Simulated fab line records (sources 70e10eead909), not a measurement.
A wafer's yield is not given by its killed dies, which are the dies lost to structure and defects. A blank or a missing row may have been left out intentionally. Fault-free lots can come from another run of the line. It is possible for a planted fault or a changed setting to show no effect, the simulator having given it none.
fab line records	flow nand-harc
[record] lots = 6	wafers = 18	last-day = 32
route steps=1302 shown A_CONTACT@1003
lots with no fault: from the same line, run without faults
start-h: hours from the record's opening day to when the first of the lot's shown wafers began	wait-h: hours since the lot's step before	" same as the row above	L1.1+2: several wafers, shown together as one row	- either no value or no given start	* or withheld: withheld	< > ~ a bound
route shown NAME@n: a module of which the file shows steps, and the number in the route of the first	usual: average and standard deviation across the fault-free wafers	same: alike in all rows	chamber/n: place in a boat	sites: the reading at each site	_std_site: their standard deviation	_edge_site: the outer-site mean with the inner-site mean subtracted	radius-mm: how far each site lies from the wafer's centre	mask NAME#n: copy n	behind: tool/chamber where the wafer was last shaped	hold: why the lot was held/for how many hours/how that ended	device: names the non-switching transistor (n, p or np)	end of line: the route-end tests of the same wafers	for a step that has no rows: nothing shown but its recipe	killed: at the first sort, the dies lost to defects and structure; wafer yield is something else	map: per-die view of a wafer (x killed, . not killed, _ where there is no die)
set.NAME: setting as actually run; set.NAME@STEP: the setting as run at that earlier step	model.NAME: the simulator's own value behind a step, which no gauge read
lots at selected steps of the route; one table per step, one row per wafer
services: from which hour (start-h, from the record's first day; less than 0 if before it) a tool's chamber was out of use, for how many hours, and why
[[steps]]
[step NHARC_A_CONTACT_ETCH_50]
[recipe] target-depth-a = 1210	time-s = 60.5	cf4-flow-sccm = 100	chf3-flow-sccm = 30	ar-flow-sccm = 0	rf-w = 500	bias-w = 200	chemistry = CF4/CHF3
[step NHARC_A_CONTACT_ETCH_51]
[recipe] target-depth-a = 70000	over-etch-frac = 0.3	time-s = 1820	ion-energy-ev = 150	o2-flow-sccm = 400	cos-flow-sccm = 20	ar-flow-sccm = 0	rf-w = 500	bias-w = 300	chemistry = O2/COS
[usual] bias-w = 299.8/0.82	chamber-pressure-mTorr = 19.998/0.02	drypump-motor-current-A = 5.9/0.43	oes-product-au = 0.999/0.0067	rf-vpp-V = 314.3/2.1	showerhead-plenum-p-Torr = 3.13/0.13	throttle-valve-pct = 28.331/0.0086
lot.wafer	tool	chamber	start-h	wait-h	bias-w	chamber-pressure-mTorr	drypump-motor-current-A	oes-product-au	rf-hours-counter-h	rf-vpp-V	showerhead-plenum-p-Torr	throttle-valve-pct
L850.1	rie-diel-07	1	-	-	299.8	19.975	5.4	1.000	12	314.3	3.19	28.328
L850.5	"	3	"	"	299.6	20.010	5.9	1.002	-	312.4	2.96	28.337
L850.6	"	0	"	"	300.0	19.978	6.5	0.997	-	311.2	2.91	28.328
L855.3	rie-diel-12	3	-	-	298.8	19.954	6.6	1.001	18	317.1	3.20	28.343
L855.2	"	1	"	"	298.9	20.023	5.7	1.001	17	316.8	3.26	28.339
L855.6	"	1	"	"	300.1	19.982	5.7	0.997	-	316.6	3.26	28.335
L859.1	rie-diel-12	2	-	-	300.0	20.012	5.6	1.000	20	314.6	3.10	28.334
L859.3	"	3	"	"	297.4	19.988	6.5	0.994	20	316.2	3.20	28.328
L859.5	"	1	"	"	298.7	20.022	5.7	1.000	-	315.9	3.26	28.329
L864.3	rie-diel-12	1	-	-	300.7	20.010	5.7	0.981	6	315.9	3.26	28.327
L864.2	"	2	"	"	300.7	19.987	5.6	0.999	6	315.0	3.09	28.332
L864.6	"	1	"	"	300.6	20.035	5.7	0.986	-	315.9	3.26	28.332
L865.1	rie-diel-12	3	-	-	299.9	19.994	6.5	1.004	7	314.5	3.19	28.336
L865.5	"	2	"	"	301.0	19.982	5.6	1.002	-	313.7	3.09	28.331
L865.6	"	3	"	"	299.8	19.964	6.6	0.988	-	314.0	3.19	28.336
L868.3	rie-diel-12	0	-	-	301.8	19.990	6.0	0.998	12	314.6	3.11	28.337
L868.2	"	2	"	"	298.6	20.007	5.6	1.002	11	313.5	3.09	28.333
L868.5	"	1	"	"	299.8	20.007	5.7	0.991	-	316.4	3.25	28.341
[step NHARC_A_CONTACT_ETCH_111]
[recipe] source-w = withheld	pressure-mtorr = 20	bias-v = withheld	time-s = 140	target-depth-a = 7000	ar-flow-sccm = withheld	c4f8-flow-sccm = withheld	o2-flow-sccm = withheld	chemistry = C4F8/O2/Ar
[usual] chamber-pressure-mTorr = 20.004/0.018	oes-air-line-au = 0.996/0.021
lot.wafer	tool	chamber	start-h	wait-h	chamber-pressure-mTorr	oes-air-line-au	rf-hours-counter-h
L850.1	har-cap-etch-03	1	517.54	-	19.969	1.009	41
L850.6	"	1	"	"	19.992	1.005	-
L850.5	"	0	"	"	19.999	0.987	-
L855.2	har-cap-etch-02	1	583.54	-	19.983	1.013	98
L855.3	"	0	"	"	20.016	1.008	-
L855.6	"	0	"	"	20.000	1.006	-
L859.1	har-cap-etch-03	0	592.60	-	20.027	1.042	53
L859.3	"	1	"	"	20.028	0.988	-
L859.5	"	0	"	"	20.002	1.001	-
L864.2	har-cap-etch-02	1	672.48	-	19.996	1.019	114
L864.3	"	1	"	"	20.012	0.989	-
L864.6	"	1	"	"	20.022	1.012	-
L865.1	har-cap-etch-01	1	673.37	-	20.014	1.023	25
L865.6	"	0	"	"	20.029	1.009	-
L865.5	"	1	"	"	20.004	0.993	-
L868.2	har-cap-etch-03	0	694.76	-	20.016	0.996	75
L868.3	"	1	"	"	20.042	0.992	-
L868.5	"	1	"	"	20.018	0.985	-
[step NHARC_A_CONTACT_ETCH_112]
[recipe] source-w = withheld	pressure-mtorr = 20	bias-v = 3000	time-s = 190	target-depth-a = 18500	ar-flow-sccm = withheld	c4f8-flow-sccm = withheld	o2-flow-sccm = withheld	chemistry = C4F8/O2/Ar
[step NHARC_A_CONTACT_ETCH_113]
[recipe] source-w = withheld	pressure-mtorr = 20	bias-v = 3000	time-s = 190	target-depth-a = 18500	ar-flow-sccm = withheld	c4f8-flow-sccm = withheld	o2-flow-sccm = withheld	chemistry = C4F8/O2/Ar
[step NHARC_A_CONTACT_ETCH_114]
[recipe] source-w = withheld	pressure-mtorr = 20	bias-v = 3000	time-s = 190	target-depth-a = 18500	ar-flow-sccm = withheld	c4f8-flow-sccm = withheld	o2-flow-sccm = withheld	chemistry = C4F8/O2/Ar
[step NHARC_A_CONTACT_ETCH_115]
[recipe] source-w = withheld	pressure-mtorr = 20	bias-v = 3000	time-s = 190	target-depth-a = 18500	ar-flow-sccm = withheld	c4f8-flow-sccm = withheld	o2-flow-sccm = withheld	chemistry = C4F8/O2/Ar
[step NHARC_A_CONTACT_ETCH_116]
[recipe] source-w = withheld	pressure-mtorr = 20	bias-v = 3000	time-s = 190	target-depth-a = 18500	ar-flow-sccm = withheld	c4f8-flow-sccm = withheld	o2-flow-sccm = withheld	chemistry = C4F8/O2/Ar
[step NHARC_A_CONTACT_ETCH_117]
[recipe] source-w = withheld	pressure-mtorr = 20	bias-v = 3000	time-s = 190	target-depth-a = 18500	ar-flow-sccm = withheld	c4f8-flow-sccm = withheld	o2-flow-sccm = withheld	chemistry = C4F8/O2/Ar
[usual] chamber-pressure-mTorr = 19.997/0.022	oes-air-line-au = 1.004/0.02
lot.wafer	tool	chamber	start-h	wait-h	chamber-pressure-mTorr	oes-air-line-au	rf-hours-counter-h
L850.1	har-cap-etch-03	1	518.59	0.1	20.003	1.032	42
L850.6	"	1	"	"	20.016	0.983	-
L850.5	"	0	"	"	20.030	0.982	-
L855.2	har-cap-etch-02	1	584.58	0.1	20.005	0.978	99
L855.3	"	0	"	"	20.017	1.022	-
L855.6	"	0	"	"	19.980	1.035	-
L859.1	har-cap-etch-03	0	593.65	0.1	19.989	0.943	54
L859.3	"	1	"	"	19.973	1.024	-
L859.5	"	0	"	"	20.006	1.004	-
L864.2	har-cap-etch-02	1	673.53	0.1	20.010	1.036	115
L864.3	"	1	"	"	20.003	1.035	-
L864.6	"	1	"	"	20.027	1.023	-
L865.1	har-cap-etch-01	1	674.42	0.1	20.018	0.995	26
L865.6	"	0	"	"	20.007	1.029	-
L865.5	"	1	"	"	19.993	0.985	-
L868.2	har-cap-etch-03	0	695.81	0.1	20.042	1.008	75
L868.3	"	1	"	"	20.025	0.968	-
L868.5	"	1	"	"	19.975	0.987	-
[step NHARC_A_CONTACT_ETCH_118]
[recipe] source-w = withheld	pressure-mtorr = 20	bias-v = 3000	time-s = 190	target-depth-a = 18500	ar-flow-sccm = withheld	c4f8-flow-sccm = withheld	o2-flow-sccm = withheld	chemistry = C4F8/O2/Ar
[usual] chamber-pressure-mTorr = 19.999/0.02	oes-air-line-au = 1.003/0.021
lot.wafer	tool	chamber	start-h	wait-h	chamber-pressure-mTorr	oes-air-line-au	rf-hours-counter-h
L850.1	har-cap-etch-03	1	518.77	0.1	20.011	1.006	42
L850.6	"	1	"	"	19.971	1.016	-
L850.5	"	0	"	"	20.005	1.039	-
L855.2	har-cap-etch-02	1	584.76	0.1	19.998	1.003	99
L855.3	"	0	"	"	19.988	1.011	-
L855.6	"	0	"	"	20.032	0.986	-
L859.1	har-cap-etch-03	0	593.82	0.1	19.987	1.029	54
L859.3	"	1	"	"	19.963	1.009	-
L859.5	"	0	"	"	20.019	1.044	-
L864.2	har-cap-etch-02	1	673.70	0.1	19.994	0.984	116
L864.3	"	1	"	"	20.005	0.965	-
L864.6	"	1	"	"	19.985	0.994	-
L865.1	har-cap-etch-01	1	674.59	0.1	19.997	1.017	27
L865.6	"	0	"	"	20.011	1.011	-
L865.5	"	1	"	"	20.001	1.047	-
L868.2	har-cap-etch-03	0	695.98	0.1	20.005	1.023	76
L868.3	"	1	"	"	20.011	1.031	-
L868.5	"	1	"	"	19.981	1.009	-
[step NHARC_A_CONTACT_ETCH_119]
[recipe] source-w = withheld	pressure-mtorr = 20	bias-v = 3000	time-s = 190	target-depth-a = 18500	ar-flow-sccm = withheld	c4f8-flow-sccm = withheld	o2-flow-sccm = withheld	chemistry = C4F8/O2/Ar
[step NHARC_A_CONTACT_ETCH_120]
[recipe] source-w = withheld	pressure-mtorr = 20	bias-v = 3000	time-s = 190	target-depth-a = 18500	ar-flow-sccm = withheld	c4f8-flow-sccm = withheld	o2-flow-sccm = withheld	chemistry = C4F8/O2/Ar
[step NHARC_A_CONTACT_ETCH_121]
[recipe] source-w = withheld	pressure-mtorr = 20	bias-v = 3000	time-s = 190	target-depth-a = 18500	ar-flow-sccm = withheld	c4f8-flow-sccm = withheld	o2-flow-sccm = withheld	chemistry = C4F8/O2/Ar
[usual] chamber-pressure-mTorr = 20.000/0.017	oes-air-line-au = 1.000/0.022
lot.wafer	tool	chamber	start-h	wait-h	chamber-pressure-mTorr	oes-air-line-au	rf-hours-counter-h
L850.1	har-cap-etch-03	1	519.28	0.1	20.014	0.978	43
L850.6	"	1	"	"	20.027	0.987	-
L850.5	"	0	"	"	19.984	1.004	-
L855.2	har-cap-etch-02	1	585.27	0.1	-	-	-
L855.3	"	0	"	"	-	-	-
L855.6	"	0	"	"	-	-	-
L859.1	har-cap-etch-03	0	594.33	0.1	-	-	-
L859.3	"	1	"	"	-	-	-
L859.5	"	0	"	"	-	-	-
L864.2	har-cap-etch-02	1	674.22	0.1	20.006	1.033	116
L864.3	"	1	"	"	20.007	0.992	-
L864.6	"	1	"	"	20.025	1.026	-
L865.1	har-cap-etch-01	1	675.10	0.1	20.021	0.997	27
L865.6	"	0	"	"	20.008	0.988	-
L865.5	"	1	"	"	20.003	1.022	-
L868.2	har-cap-etch-03	0	696.49	0.1	19.973	1.001	76
L868.3	"	1	"	"	19.990	0.983	-
L868.5	"	1	"	"	20.013	0.985	-
[step NHARC_A_CONTACT_ETCH_122]
[recipe] source-w = withheld	pressure-mtorr = 20	bias-v = 3000	time-s = 190	target-depth-a = 18500	ar-flow-sccm = withheld	c4f8-flow-sccm = withheld	o2-flow-sccm = withheld	chemistry = C4F8/O2/Ar
[usual] chamber-pressure-mTorr = 19.999/0.017	oes-air-line-au = 1.002/0.019
lot.wafer	tool	chamber	start-h	wait-h	chamber-pressure-mTorr	oes-air-line-au	rf-hours-counter-h
L850.1	har-cap-etch-03	1	519.45	0.1	20.008	1.007	43
L850.6	"	1	"	"	19.998	1.006	-
L850.5	"	0	"	"	20.023	0.981	-
L855.2	har-cap-etch-02	1	585.44	0.1	19.973	0.991	99
L855.3	"	0	"	"	20.029	0.999	-
L855.6	"	0	"	"	19.985	1.004	-
L859.1	har-cap-etch-03	0	594.50	0.1	19.982	0.998	55
L859.3	"	1	"	"	20.008	1.021	-
L859.5	"	0	"	"	20.006	0.983	-
L864.2	har-cap-etch-02	1	674.39	0.1	19.995	1.013	116
L864.3	"	1	"	"	19.995	1.036	-
L864.6	"	1	"	"	19.994	1.032	-
L865.1	har-cap-etch-01	1	675.27	0.1	19.967	1.027	27
L865.6	"	0	"	"	19.988	1.004	-
L865.5	"	1	"	"	19.994	1.025	-
L868.2	har-cap-etch-03	0	696.66	0.1	20.000	0.990	76
L868.3	"	1	"	"	20.000	0.990	-
L868.5	"	1	"	"	19.980	1.008	-
[[services]]
tool	chamber	start-h	hours	kind
har-cap-etch-01	-	497.00	17.0	pm
har-cap-etch-01	0	497.00	17.0	vent-cycle
har-cap-etch-01	1	497.00	17.0	vent-cycle
rie-diel-12	0	503.52	-	clean
rie-diel-12	1	503.52	-	clean
rie-diel-12	2	503.52	-	clean
rie-diel-12	3	503.52	-	clean
rie-diel-12	-	506.15	12.8	repair
har-cap-etch-01	0	514.00	-	clean
har-cap-etch-01	1	514.00	-	clean
har-cap-etch-01	1	514.00	-	consumable-replace:focus-ring
rie-diel-12	0	528.02	-	clean
rie-diel-12	1	528.02	-	clean
rie-diel-12	2	528.02	-	clean
rie-diel-12	3	528.02	-	clean
rie-diel-12	0	552.52	-	clean
rie-diel-12	1	552.52	-	clean
rie-diel-12	2	552.52	-	clean
rie-diel-12	3	552.52	-	clean
rie-diel-07	3	569.64	11.1	repair
rie-diel-12	0	577.15	-	clean
rie-diel-12	0	580.54	3.8	repair
rie-diel-12	-	622.56	9.0	pm
rie-diel-07	-	648.24	9.0	pm
[[key]]
[first-sign] step = NHARC_A_CONTACT_ETCH_121	reading = tool-record	direction = missing
effect none on later readings
met-at NHARC_A_CONTACT_ETCH_121
struck-wafers L855.2,L855.3,L855.6,L859.1,L859.3,L859.5
later-rows-left-out L855.2,L855.3,L855.6,L859.1,L859.3,L859.5
sort-left-out L855.2,L855.3,L855.6,L859.1,L859.3,L859.5
tester-left-out L855,L859
onset-between 519.28 585.27
[fault] kind = skipped-step-whole	tool = har-cap-etch-02,har-cap-etch-03	chamber = -	onset-h = 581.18	steps = NHARC_A_CONTACT_ETCH_121	scope = struck-lots-only
// tester-left-out: of these lots the tester's yield and bins aren't shown, on N5 and GAA mostly nor the transistor test; their killed dies are dies lost to structure and defects alone, not to doping, threshold or leakage, so they don't give the yield
// sort-left-out: the simulated sort isn't trusted on such a fault, so these wafers' sort isn't shown, and their yield isn't known
// later-rows-left-out: the simulator's readings of these wafers behind a module that went badly wrong aren't trusted and aren't shown, but for the sort
